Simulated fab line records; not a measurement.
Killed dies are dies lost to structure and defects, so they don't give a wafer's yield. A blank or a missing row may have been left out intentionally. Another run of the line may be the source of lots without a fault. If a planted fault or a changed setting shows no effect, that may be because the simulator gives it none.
Which tool did it? :: flow n5 finfet :: Sampling: 24 lots, 72 wafers, 6 of 1938 route steps

## WHAT THE GAUGES SHOWED, per wafer
N5_BEOL_M1_THK_MEAS_53: measures by xrf. Usual: for M1_THK the level is 41.1 nm and the standard deviation is 1.6.
lot: L075
measured: day 7 05:53
on: film metro-02
M1_THK (nm): 40.8 41.2 41.7
flag: 

lot: L074
measured: day 7 07:49
on: film metro-02
M1_THK (nm): 38.8 41.9 41.9
flag: 

lot: L076
measured: day 7 08:50
on: film metro-01
M1_THK (nm): 42.6 42.6 43.1
flag: 

lot: L077
measured: day 7 08:56
on: film metro-01
M1_THK (nm): 39.4 44.3 39.9
flag: 

lot: L078
measured: day 7 12:49
on: film metro-01
M1_THK (nm): 41.1 42.2 43.5
flag: 

lot: L079
measured: day 8 00:47
on: film metro-02
M1_THK (nm): 41.5 43.8 43.8
flag: 

lot: L080
measured: day 8 01:25
on: film metro-02
M1_THK (nm): 38.9 40.6 41.1
flag: 

lot: L081
measured: day 8 04:02
on: film metro-01
M1_THK (nm): 39.2 40.7 40.4
flag: 

lot: L082
measured: day 8 07:34
on: film metro-01
M1_THK (nm): 37.6 42.3 42.1
flag: 

lot: L083
measured: day 8 17:31
on: film metro-01
M1_THK (nm): 39.8 41.2 40.2
flag: 

lot: L084
measured: day 9 00:57
on: film metro-01
M1_THK (nm): 43.7 43.5 44.2
flag: 

lot: L085
measured: day 9 09:08
on: film metro-01
M1_THK (nm): 38.5 41.9 40.7
flag: 

lot: L086
measured: day 9 18:11
on: film metro-02
M1_THK (nm): 40.0 40.3 42.2
flag: 

lot: L088
measured: day 10 14:16
on: film metro-02
M1_THK (nm): 40.9 39.1 40.7
flag: 

lot: L087
measured: day 10 23:21
on: film metro-01
M1_THK (nm): 43.6 40.0 41.6
flag: 

lot: L089
measured: day 11 03:55
on: film metro-02
M1_THK (nm): 38.5 42.4 43.3
flag: 

lot: L090
measured: day 11 04:01
on: film metro-01
M1_THK (nm): 41.8 40.4 43.5
flag: 

lot: L091
measured: day 11 06:20
on: film metro-02
M1_THK (nm): 39.8 38.6 40.6
flag: 

lot: L093
measured: day 11 14:08
on: film metro-02
M1_THK (nm): 40.7 39.3 42.4
flag: 

lot: L095
measured: day 11 14:16
on: film metro-02
M1_THK (nm): 40.8 42.2 42.1
flag: 

lot: L092
measured: day 11 16:07
on: film metro-02
M1_THK (nm): 40.2 40.4 40.7
flag: 

lot: L094
measured: day 12 02:50
on: film metro-01
M1_THK (nm): 40.3 41.7 40.0
flag: 

lot: L096
measured: day 12 08:13
on: film metro-02
M1_THK (nm): 38.5 39.9 42.3
flag: 

lot: L097
measured: day 12 14:58
on: film metro-02
M1_THK (nm): 41.6 42.0 42.5
flag: 

N5_BEOL_M2_OVL_MEAS_12. Usual: for M2_OVL the level is -0.1 nm and the standard deviation is 0.65.
lot: L075
measured: day 7 09:02
on: overlay-01
M2_OVL (nm): -0.7 0.3 -0.5
flag: 

lot: L074
measured: day 7 09:20
on: overlay-01
M2_OVL (nm): 0.8 -0.3 1.5
flag: 

lot: L076
measured: day 7 10:28
on: overlay-01
M2_OVL (nm): -1.0 -0.4 -1.2
flag: 

lot: L077
measured: day 7 11:29
on: overlay-01
M2_OVL (nm): -0.2 0.2 -0.2
flag: 

lot: L078
measured: day 7 17:05
on: overlay-01
M2_OVL (nm): -0.5 -0.8 -0.9
flag: 

lot: L079
measured: day 8 01:51
on: overlay-01
M2_OVL (nm): 0.2 -0.2 0.3
flag: 

lot: L080
measured: day 8 04:02
on: overlay-02
M2_OVL (nm): -0.3 0.2 0.1
flag: 

lot: L081
measured: day 8 05:13
on: overlay-02
M2_OVL (nm): -0.4 -0.1 -0.5
flag: 

lot: L082
measured: day 8 09:02
on: overlay-01
M2_OVL (nm): -0.1 0.4 -0.4
flag: 

lot: L083
measured: day 8 20:52
on: overlay-01
M2_OVL (nm): 0.1 -0.2 0.1
flag: 

lot: L084
measured: day 9 05:38
on: overlay-01
M2_OVL (nm): 0.1 1.4 -0.4
flag: 

lot: L085
measured: day 9 12:19
on: overlay-02
M2_OVL (nm): 0.5 -0.1 -0.4
flag: 

lot: L086
measured: day 9 19:35
on: overlay-01
M2_OVL (nm): -0.6 -1.3 -0.5
flag: 

lot: L088
measured: day 10 15:59
on: overlay-01
M2_OVL (nm): -0.9 -0.3 -0.2
flag: 

lot: L087
measured: day 11 00:48
on: overlay-02
M2_OVL (nm): 0.3 -0.3 0.0
flag: 

lot: L089
measured: day 11 06:40
on: overlay-02
M2_OVL (nm): 0.3 -0.5 -1.2
flag: 

lot: L090
measured: day 11 06:52
on: overlay-01
M2_OVL (nm): -0.9 -0.6 -0.6
flag: 

lot: L091
measured: day 11 10:23
on: overlay-01
M2_OVL (nm): -0.2 0.6 0.0
flag: 

lot: L093
measured: day 11 15:38
on: overlay-02
M2_OVL (nm): -0.1 0.5 0.7
flag: 

lot: L095
measured: day 11 15:50
on: overlay-01
M2_OVL (nm): -1.2 -0.6 -1.2
flag: 

lot: L092
measured: day 11 18:34
on: overlay-02
M2_OVL (nm): -1.6 -0.2 -0.4
flag: 

lot: L094
measured: day 12 04:28
on: overlay-02
M2_OVL (nm): 0.6 0.0 0.4
flag: 

lot: L096
measured: day 12 11:22
on: overlay-01
M2_OVL (nm): -1.0 0.6 0.0
flag: 

lot: L097
measured: day 12 17:55
on: overlay-02
M2_OVL (nm): 1.2 0.9 1.4
flag: 

N5_BEOL_M2_CD_MEAS_18: pitch 36 nm, target cd 18 nm. Usual: cd nm 18.1 nm, standard deviation 0.33.
lot: L075
measured: day 7 09:39
on: cd sem-02
cd nm (nm): 17.7 18.2 18.2
flag: 

lot: L074
measured: day 7 09:52
on: cd sem-03
cd nm (nm): 18.5 18.2 18.0
flag: 

lot: L076
measured: day 7 11:12
on: cd sem-01
cd nm (nm): 18.2 17.3 17.3
flag: 

lot: L077
measured: day 7 12:01
on: cd sem-03
cd nm (nm): 17.9 18.4 18.0
flag: 

lot: L078
measured: day 7 17:40
on: cd sem-02
cd nm (nm): 17.7 17.4 17.4
flag: 

lot: L079
measured: day 8 02:32
on: cd sem-01
cd nm (nm): 18.1 18.3 18.2
flag: 

lot: L080
measured: day 8 04:34
on: cd sem-02
cd nm (nm): 18.1 18.4 17.7
flag: 

lot: L081
measured: day 8 05:44
on: cd sem-02
cd nm (nm): 18.3 18.7 17.7
flag: 

lot: L082
measured: day 8 09:33
on: cd sem-02
cd nm (nm): 18.1 18.5 17.7
flag: 

lot: L083
measured: day 8 21:31
on: cd sem-02
cd nm (nm): 18.3 18.1 18.2
flag: 

lot: L084
measured: day 9 06:10
on: cd sem-03
cd nm (nm): 18.1 18.3 18.3
flag: 

lot: L085
measured: day 9 13:08
on: cd sem-01
cd nm (nm): 18.0 18.3 18.0
flag: 

lot: L086
measured: day 9 20:07
on: cd sem-03
cd nm (nm): 18.2 18.0 18.0
flag: 

lot: L088
measured: day 10 16:31
on: cd sem-01
cd nm (nm): 17.7 18.0 18.3
flag: 

lot: L087
measured: day 11 01:32
on: cd sem-02
cd nm (nm): 18.0 18.6 18.3
flag: 

lot: L089
measured: day 11 07:28
on: cd sem-01
cd nm (nm): 18.3 18.1 17.6
flag: 

lot: L090
measured: day 11 07:38
on: cd sem-03
cd nm (nm): 17.5 17.8 18.2
flag: 

lot: L091
measured: day 11 11:07
on: cd sem-03
cd nm (nm): 18.4 18.4 18.5
flag: 

lot: L093
measured: day 11 16:19
on: cd sem-02
cd nm (nm): 17.9 18.0 17.7
flag: 

lot: L095
measured: day 11 16:47
on: cd sem-01
cd nm (nm): 18.0 18.9 18.7
flag: 

lot: L092
measured: day 11 19:37
on: cd sem-02
cd nm (nm): 18.9 17.8 18.5
flag: 

lot: L094
measured: day 12 04:59
on: cd sem-03
cd nm (nm): 18.1 18.3 18.4
flag: 

lot: L096
measured: day 12 11:54
on: cd sem-01
cd nm (nm): 17.9 17.9 17.8
flag: 

lot: L097
measured: day 12 18:26
on: cd sem-02
cd nm (nm): 17.8 18.4 17.6
flag: 

## WHAT TOOL EACH LOT RAN ON (gives the tool, then ch and the chambers of the sampled wafers, and finally the start)
lot: L075
N5_BEOL_M1_CMP_52: cmp-01 ch 0,2,3, day 7 05:40
N5_BEOL_M1_DEP_57: pecvd-04 ch 0,1,2, day 7 06:04
N5_BEOL_M2_HM_OPEN_17: rie metal-03 ch 1, day 7 09:22

lot: L074
N5_BEOL_M1_CMP_52: cmp-03 ch 0,2,3, day 7 07:31
N5_BEOL_M1_DEP_57: pecvd-04 ch 0,1, day 7 08:00
N5_BEOL_M2_HM_OPEN_17: rie metal-02 ch 0,1, day 7 09:41

lot: L076
N5_BEOL_M1_CMP_52: cmp-01 ch 0,1,2, day 7 08:33
N5_BEOL_M1_DEP_57: pecvd-02 ch 1,2, day 7 09:02
N5_BEOL_M2_HM_OPEN_17: rie metal-03 ch 1, day 7 10:56

lot: L077
N5_BEOL_M1_CMP_52: cmp-03 ch 1,3, day 7 08:40
N5_BEOL_M1_DEP_57: pecvd-04 ch 0,2, day 7 09:07
N5_BEOL_M2_HM_OPEN_17: rie metal-02 ch 0,1, day 7 11:50

lot: L078
N5_BEOL_M1_CMP_52: cmp-04 ch 0,1,2, day 7 12:31
N5_BEOL_M1_DEP_57: pecvd-02 ch 0,1, day 7 13:01
N5_BEOL_M2_HM_OPEN_17: rie metal-02 ch 0,1, day 7 17:26

lot: L079
N5_BEOL_M1_CMP_52: cmp-03 ch 0,2, day 8 00:31
N5_BEOL_M1_DEP_57: pecvd-04 ch 1,2, day 8 00:58
N5_BEOL_M2_HM_OPEN_17: rie metal-02 ch 1, day 8 02:13

lot: L080
N5_BEOL_M1_CMP_52: cmp-03 ch 0,1,2, day 8 01:14
N5_BEOL_M1_DEP_57: pecvd-03 ch 0,1,2, day 8 01:37
N5_BEOL_M2_HM_OPEN_17: rie metal-03 ch 0,1, day 8 04:23

lot: L081
N5_BEOL_M1_CMP_52: cmp-01 ch 0,2,3, day 8 03:49
N5_BEOL_M1_DEP_57: pecvd-04 ch 1,2, day 8 04:14
N5_BEOL_M2_HM_OPEN_17: rie metal-01 ch 0,1, day 8 05:33

lot: L082
N5_BEOL_M1_CMP_52: cmp-01 ch 1,2,3, day 8 07:16
N5_BEOL_M1_DEP_57: pecvd-04 ch 0,1,2, day 8 07:45
N5_BEOL_M2_HM_OPEN_17: rie metal-01 ch 0, day 8 09:22

lot: L083
N5_BEOL_M1_CMP_52: cmp-04 ch 0,1, day 8 17:13
N5_BEOL_M1_DEP_57: pecvd-04 ch 1,2, day 8 17:47
N5_BEOL_M2_HM_OPEN_17: rie metal-03 ch 0,1, day 8 21:20

lot: L084
N5_BEOL_M1_CMP_52: cmp-03 ch 0,2,3, day 9 00:46
N5_BEOL_M1_DEP_57: pecvd-04 ch 0,1,2, day 9 01:08
N5_BEOL_M2_HM_OPEN_17: rie metal-02 ch 0,1, day 9 05:59

lot: L085
N5_BEOL_M1_CMP_52: cmp-01 ch 1,2,3, day 9 08:53
N5_BEOL_M1_DEP_57: pecvd-02 ch 0,1,2, day 9 09:20
N5_BEOL_M2_HM_OPEN_17: rie metal-03 ch 0,1, day 9 12:52

lot: L086
N5_BEOL_M1_CMP_52: cmp-03 ch 0,2,3, day 9 17:55
N5_BEOL_M1_DEP_57: pecvd-04 ch 0,1, day 9 18:23
N5_BEOL_M2_HM_OPEN_17: rie metal-03 ch 0,1, day 9 19:56

lot: L088
N5_BEOL_M1_CMP_52: cmp-03 ch 1,2,3, day 10 13:58
N5_BEOL_M1_DEP_57: pecvd-03 ch 0,2, day 10 14:35
N5_BEOL_M2_HM_OPEN_17: rie metal-02 ch 1, day 10 16:20

lot: L087
N5_BEOL_M1_CMP_52: cmp-01 ch 1,2, day 10 23:05
N5_BEOL_M1_DEP_57: pecvd-03 ch 0,1, day 10 23:32
N5_BEOL_M2_HM_OPEN_17: rie metal-02 ch 0,1, day 11 01:20

lot: L089
N5_BEOL_M1_CMP_52: cmp-03 ch 0,1,3, day 11 03:37
N5_BEOL_M1_DEP_57: pecvd-03 ch 0,1,2, day 11 04:06
N5_BEOL_M2_HM_OPEN_17: rie metal-01 ch 0,1, day 11 07:17

lot: L090
N5_BEOL_M1_CMP_52: cmp-01 ch 0,1,2, day 11 03:50
N5_BEOL_M1_DEP_57: pecvd-02 ch 0,1,2, day 11 04:14
N5_BEOL_M2_HM_OPEN_17: rie metal-03 ch 0, day 11 07:26

lot: L091
N5_BEOL_M1_CMP_52: cmp-03 ch 1,2,3, day 11 06:02
N5_BEOL_M1_DEP_57: pecvd-03 ch 1,2, day 11 06:32
N5_BEOL_M2_HM_OPEN_17: rie metal-03 ch 0, day 11 10:51

lot: L093
N5_BEOL_M1_CMP_52: cmp-01 ch 2,3, day 11 13:50
N5_BEOL_M1_DEP_57: pecvd-04 ch 0,2, day 11 14:19
N5_BEOL_M2_HM_OPEN_17: rie metal-03 ch 0, day 11 16:00

lot: L095
N5_BEOL_M1_CMP_52: cmp-03 ch 0,1,3, day 11 14:01
N5_BEOL_M1_DEP_57: pecvd-02 ch 1,2, day 11 14:28
N5_BEOL_M2_HM_OPEN_17: rie metal-02 ch 0, day 11 16:37

lot: L092
N5_BEOL_M1_CMP_52: cmp-04 ch 0,1, day 11 15:49
N5_BEOL_M1_DEP_57: pecvd-02 ch 0,1,2, day 11 16:20
N5_BEOL_M2_HM_OPEN_17: rie metal-02 ch 0,1, day 11 19:07

lot: L094
N5_BEOL_M1_CMP_52: cmp-01 ch 1,2,3, day 12 02:32
N5_BEOL_M1_DEP_57: pecvd-03 ch 0,1,2, day 12 03:02
N5_BEOL_M2_HM_OPEN_17: rie metal-03 ch 0,1, day 12 04:49

lot: L096
N5_BEOL_M1_CMP_52: cmp-04 ch 1,2, day 12 07:56
N5_BEOL_M1_DEP_57: pecvd-02 ch 0,1, day 12 08:25
N5_BEOL_M2_HM_OPEN_17: rie metal-03 ch 0,1, day 12 11:43

lot: L097
N5_BEOL_M1_CMP_52: cmp-03 ch 0,2,3, day 12 14:44
N5_BEOL_M1_DEP_57: pecvd-02 ch 0,1,2, day 12 15:09
N5_BEOL_M2_HM_OPEN_17: rie metal-02 ch 0,1, day 12 18:16
- N5_BEOL_M1_CMP_52: polishes, stops on SiOC, t overpolish 6.8 s, target thk 40 nm.
- N5_BEOL_M1_DEP_57: deposits SiCN from 3MS/NH3, target thk 8 nm, time 14 s.
- N5_BEOL_M2_HM_OPEN_17: chemistry Cl2/BCl3, target TiN, target depth 20 nm, overetch 6 nm.

## AS READ BY THE TOOLS THEMSELVES (means over the sampled wafers that have a number; for cases with no such wafer, the mark the record gives instead)
N5_BEOL_M1_CMP_52. Usual: barrier field endpoint s 25.0 s, standard deviation 0.66; motor current A 5.9 A, standard deviation 0.44; overpolish run s 6.800 s, standard deviation 0.0094; pad life wafers 946, standard deviation 630; retaining ring pressure frac 0.999, standard deviation 0.005; time to endpoint s 63 s, standard deviation 3.5.
lot: L075
tool: cmp-01
barrier field endpoint s (s): 25.4
motor current A (A): 6.4
overpolish run s (s): 6.805
pad life wafers: 740
retaining ring pressure frac: 0.999
time to endpoint s (s): 63
flag: 

lot: L074
tool: cmp-03
barrier field endpoint s (s): 25.4
motor current A (A): 5.7
overpolish run s (s): 6.803
pad life wafers: 2156
retaining ring pressure frac: 0.996
time to endpoint s (s): 67
flag: 

lot: L076
tool: cmp-01
barrier field endpoint s (s): 25.2
motor current A (A): 6.2
overpolish run s (s): 6.812
pad life wafers: 775
retaining ring pressure frac: 1.002
time to endpoint s (s): 62
flag: 

lot: L077
tool: cmp-03
barrier field endpoint s (s): 25.0
motor current A (A): 5.8
overpolish run s (s): 6.793
pad life wafers: 2168
retaining ring pressure frac: 1.000
time to endpoint s (s): 65
flag: 

lot: L078
tool: cmp-04
barrier field endpoint s (s): 24.5
motor current A (A): 5.5
overpolish run s (s): 6.805
pad life wafers: 1382
retaining ring pressure frac: 1.001
time to endpoint s (s): 62
flag: 

lot: L079
tool: cmp-03
barrier field endpoint s (s): 24.9
motor current A (A): 5.7
overpolish run s (s): 6.791
pad life wafers: 80
retaining ring pressure frac: 1.002
time to endpoint s (s): 62
flag: 

lot: L080
tool: cmp-03
barrier field endpoint s (s): 24.7
motor current A (A): 5.9
overpolish run s (s): 6.806
pad life wafers: 87
retaining ring pressure frac: 1.001
time to endpoint s (s): 61
flag: 

lot: L081
tool: cmp-01
barrier field endpoint s (s): 25.1
motor current A (A): 6.3
overpolish run s (s): 6.802
pad life wafers: 974
retaining ring pressure frac: 0.996
time to endpoint s (s): 61
flag: 

lot: L082
tool: cmp-01
barrier field endpoint s (s): 25.9
motor current A (A): 5.9
overpolish run s (s): 6.790
pad life wafers: 1009
retaining ring pressure frac: 0.998
time to endpoint s (s): 63
flag: 

lot: L083
tool: cmp-04
barrier field endpoint s (s): 25.2
motor current A (A): 5.7
overpolish run s (s): 6.804
pad life wafers: 1578
retaining ring pressure frac: 0.997
time to endpoint s (s): 63
flag: 

lot: L084
tool: cmp-03
barrier field endpoint s (s): 25.6
motor current A (A): 5.9
overpolish run s (s): 6.798
pad life wafers: 279
retaining ring pressure frac: 1.001
time to endpoint s (s): 70
flag: 

lot: L085
tool: cmp-01
barrier field endpoint s (s): 25.1
motor current A (A): 6.1
overpolish run s (s): 6.799
pad life wafers: 1202
retaining ring pressure frac: 1.003
time to endpoint s (s): 59
flag: 

lot: L086
tool: cmp-03
barrier field endpoint s (s): 25.4
motor current A (A): 5.6
overpolish run s (s): 6.804
pad life wafers: 380
retaining ring pressure frac: 0.998
time to endpoint s (s): 67
flag: 

lot: L088
tool: cmp-03
barrier field endpoint s (s): 25.5
motor current A (A): 5.9
overpolish run s (s): 6.806
pad life wafers: 505
retaining ring pressure frac: 1.004
time to endpoint s (s): 65
flag: 

lot: L087
tool: cmp-01
barrier field endpoint s (s): 24.5
motor current A (A): 6.3
overpolish run s (s): 6.807
pad life wafers: 1483
retaining ring pressure frac: 0.998
time to endpoint s (s): 59
flag: 

lot: L089
tool: cmp-03
barrier field endpoint s (s): 24.4
motor current A (A): 5.8
overpolish run s (s): 6.807
pad life wafers: 626
retaining ring pressure frac: 1.001
time to endpoint s (s): 64
flag: 

lot: L090
tool: cmp-01
barrier field endpoint s (s): 25.3
motor current A (A): 6.2
overpolish run s (s): 6.805
pad life wafers: 1539
retaining ring pressure frac: 0.996
time to endpoint s (s): 61
flag: 

lot: L091
tool: cmp-03
barrier field endpoint s (s): 24.8
motor current A (A): 6.0
overpolish run s (s): 6.804
pad life wafers: 638
retaining ring pressure frac: 0.997
time to endpoint s (s): 66
flag: 

lot: L093
tool: cmp-01
barrier field endpoint s (s): 24.3
motor current A (A): 6.5
overpolish run s (s): 6.807
pad life wafers: 1590
retaining ring pressure frac: 0.999
time to endpoint s (s): 59
flag: 

lot: L095
tool: cmp-03
barrier field endpoint s (s): 24.9
motor current A (A): 5.8
overpolish run s (s): 6.800
pad life wafers: 722
retaining ring pressure frac: 0.998
time to endpoint s (s): 64
flag: 

lot: L092
tool: cmp-04
barrier field endpoint s (s): 24.5
motor current A (A): 5.9
overpolish run s (s): 6.796
pad life wafers: 6
retaining ring pressure frac: 1.004
time to endpoint s (s): 59
flag: 

lot: L094
tool: cmp-01
barrier field endpoint s (s): 24.5
motor current A (A): 5.9
overpolish run s (s): 6.801
pad life wafers: 1694
retaining ring pressure frac: 1.002
time to endpoint s (s): 64
flag: 

lot: L096
tool: cmp-04
barrier field endpoint s (s): 25.4
motor current A (A): 5.6
overpolish run s (s): 6.793
pad life wafers: 162
retaining ring pressure frac: 0.996
time to endpoint s (s): 65
flag: 

lot: L097
tool: cmp-03
barrier field endpoint s (s): 24.9
motor current A (A): 5.6
overpolish run s (s): 6.802
pad life wafers: 938
retaining ring pressure frac: 1.005
time to endpoint s (s): 67
flag: 

N5_BEOL_M1_DEP_57. Usual: showerhead plenum p Torr 3.666 Torr, standard deviation 0.016; throttle valve pct 8.94 %, standard deviation 0.29.
lot: L075
tool: pecvd-04
showerhead plenum p Torr (Torr): 3.675
throttle valve pct (%): 8.98
flag: 

lot: L074
tool: pecvd-04
showerhead plenum p Torr (Torr): 3.683
throttle valve pct (%): 9.36
flag: 

lot: L076
tool: pecvd-02
showerhead plenum p Torr (Torr): 3.668
throttle valve pct (%): 8.63
flag: 

lot: L077
tool: pecvd-04
showerhead plenum p Torr (Torr): 3.688
throttle valve pct (%): 8.97
flag: 

lot: L078
tool: pecvd-02
showerhead plenum p Torr (Torr): 3.661
throttle valve pct (%): 9.00
flag: 

lot: L079
tool: pecvd-04
showerhead plenum p Torr (Torr): 3.669
throttle valve pct (%): 9.00
flag: 

lot: L080
tool: pecvd-03
showerhead plenum p Torr (Torr): 3.647
throttle valve pct (%): 8.98
flag: 

lot: L081
tool: pecvd-04
showerhead plenum p Torr (Torr): 3.664
throttle valve pct (%): 8.95
flag: 

lot: L082
tool: pecvd-04
showerhead plenum p Torr (Torr): 3.669
throttle valve pct (%): 9.08
flag: 

lot: L083
tool: pecvd-04
showerhead plenum p Torr (Torr): 3.668
throttle valve pct (%): 8.95
flag: 

lot: L084
tool: pecvd-04
showerhead plenum p Torr (Torr): 3.676
throttle valve pct (%): 9.02
flag: 

lot: L085
tool: pecvd-02
showerhead plenum p Torr (Torr): 3.668
throttle valve pct (%): 8.84
flag: 

lot: L086
tool: pecvd-04
showerhead plenum p Torr (Torr): 3.679
throttle valve pct (%): 9.35
flag: 

lot: L088
tool: pecvd-03
showerhead plenum p Torr (Torr): 3.641
throttle valve pct (%): 8.80
flag: 

lot: L087
tool: pecvd-03
showerhead plenum p Torr (Torr): 3.659
throttle valve pct (%): 8.85
flag: 

lot: L089
tool: pecvd-03
showerhead plenum p Torr (Torr): 3.650
throttle valve pct (%): 8.99
flag: 

lot: L090
tool: pecvd-02
showerhead plenum p Torr (Torr): 3.667
throttle valve pct (%): 8.83
flag: 

lot: L091
tool: pecvd-03
showerhead plenum p Torr (Torr): 3.653
throttle valve pct (%): 8.72
flag: 

lot: L093
tool: pecvd-04
showerhead plenum p Torr (Torr): 3.686
throttle valve pct (%): 9.15
flag: 

lot: L095
tool: pecvd-02
showerhead plenum p Torr (Torr): 3.666
throttle valve pct (%): 8.96
flag: 

lot: L092
tool: pecvd-02
showerhead plenum p Torr (Torr): 3.671
throttle valve pct (%): 8.90
flag: 

lot: L094
tool: pecvd-03
showerhead plenum p Torr (Torr): 3.650
throttle valve pct (%): 8.81
flag: 

lot: L096
tool: pecvd-02
showerhead plenum p Torr (Torr): 3.667
throttle valve pct (%): 8.87
flag: 

lot: L097
tool: pecvd-02
showerhead plenum p Torr (Torr): 3.667
throttle valve pct (%): 8.87
flag: 

N5_BEOL_M2_HM_OPEN_17. Usual: drypump motor current A 5.6 A, standard deviation 0.49; oes product au 0.60 a.u., standard deviation 0.066; throttle valve pct 22.05 %, standard deviation 0.21.
lot: L075
tool: rie metal-03
drypump motor current A (A): 4.9
oes product au (a.u.): 0.53
throttle valve pct (%): 21.90
flag: 

lot: L074
tool: rie metal-02
drypump motor current A (A): 5.5
oes product au (a.u.): 0.62
throttle valve pct (%): 21.89
flag: 

lot: L076
tool: rie metal-03
drypump motor current A (A): 4.9
oes product au (a.u.): 0.53
throttle valve pct (%): 21.89
flag: 

lot: L077
tool: rie metal-02
drypump motor current A (A): 5.7
oes product au (a.u.): 0.59
throttle valve pct (%): 21.93
flag: 

lot: L078
tool: rie metal-02
drypump motor current A (A): 5.6
oes product au (a.u.): 0.61
throttle valve pct (%): 21.91
flag: 

lot: L079
tool: rie metal-02
drypump motor current A (A): 5.5
oes product au (a.u.): 0.64
throttle valve pct (%): 21.86
flag: 

lot: L080
tool: rie metal-03
drypump motor current A (A): 5.7
oes product au (a.u.): 0.58
throttle valve pct (%): 22.23
flag: 

lot: L081
tool: rie metal-01
drypump motor current A (A): 5.5
oes product au (a.u.): 0.63
throttle valve pct (%): 22.00
flag: 

lot: L082
tool: rie metal-01
drypump motor current A (A): 4.8
oes product au (a.u.): 0.52
throttle valve pct (%): 21.90
flag: 

lot: L083
tool: rie metal-03
drypump motor current A (A): 5.8
oes product au (a.u.): 0.58
throttle valve pct (%): 22.24
flag: 

lot: L084
tool: rie metal-02
drypump motor current A (A): 5.5
oes product au (a.u.): 0.61
throttle valve pct (%): 21.89
flag: 

lot: L085
tool: rie metal-03
drypump motor current A (A): 5.7
oes product au (a.u.): 0.58
throttle valve pct (%): 22.22
flag: 

lot: L086
tool: rie metal-03
drypump motor current A (A): 5.8
oes product au (a.u.): 0.57
throttle valve pct (%): 22.24
flag: 

lot: L088
tool: rie metal-02
drypump motor current A (A): 5.5
oes product au (a.u.): 0.63
throttle valve pct (%): 21.86
flag: 

lot: L087
tool: rie metal-02
drypump motor current A (A): 5.6
oes product au (a.u.): 0.60
throttle valve pct (%): 21.92
flag: 

lot: L089
tool: rie metal-01
drypump motor current A (A): 5.5
oes product au (a.u.): 0.64
throttle valve pct (%): 21.99
flag: 

lot: L090
tool: rie metal-03
drypump motor current A (A): 6.1
oes product au (a.u.): 0.59
throttle valve pct (%): 22.42
flag: 

lot: L091
tool: rie metal-03
drypump motor current A (A): 6.1
oes product au (a.u.): 0.59
throttle valve pct (%): 22.40
flag: 

lot: L093
tool: rie metal-03
drypump motor current A (A): 6.2
oes product au (a.u.): 0.59
throttle valve pct (%): 22.40
flag: 

lot: L095
tool: rie metal-02
drypump motor current A (A): 5.8
oes product au (a.u.): 0.55
throttle valve pct (%): 22.00
flag: 

lot: L092
tool: rie metal-02
drypump motor current A (A): 5.6
oes product au (a.u.): 0.60
throttle valve pct (%): 21.93
flag: 

lot: L094
tool: rie metal-03
drypump motor current A (A): 5.8
oes product au (a.u.): 0.67
throttle valve pct (%): 22.26
flag: 

lot: L096
tool: rie metal-03
drypump motor current A (A): 5.3
oes product au (a.u.): 0.74
throttle valve pct (%): 22.11
flag: 

lot: L097
tool: rie metal-02
drypump motor current A (A): 5.6
oes product au (a.u.): 0.60
throttle valve pct (%): 21.92
flag: 

## THE ANSWER, worked out from the rows above alone
Rule: a lot counts as off when the mean over its wafers that have a number is more than 3 standard deviations away from the usual mean. A lot without any number at a reading at which 4 lots or more have one is off too. Where the step has rows for the other lots, those lots are counted as sound. The gauges are gone through in route order, then the tools' own readings, and for those a lot's mean is taken as printed above. At the first step where some lot is off, the reading lying furthest off is the one used; lots without a number count as furthest.
No lot is off at any reading shown: from this, nothing can be told.

## WHAT HAD BEEN PUT IN BY THE SIMULATOR
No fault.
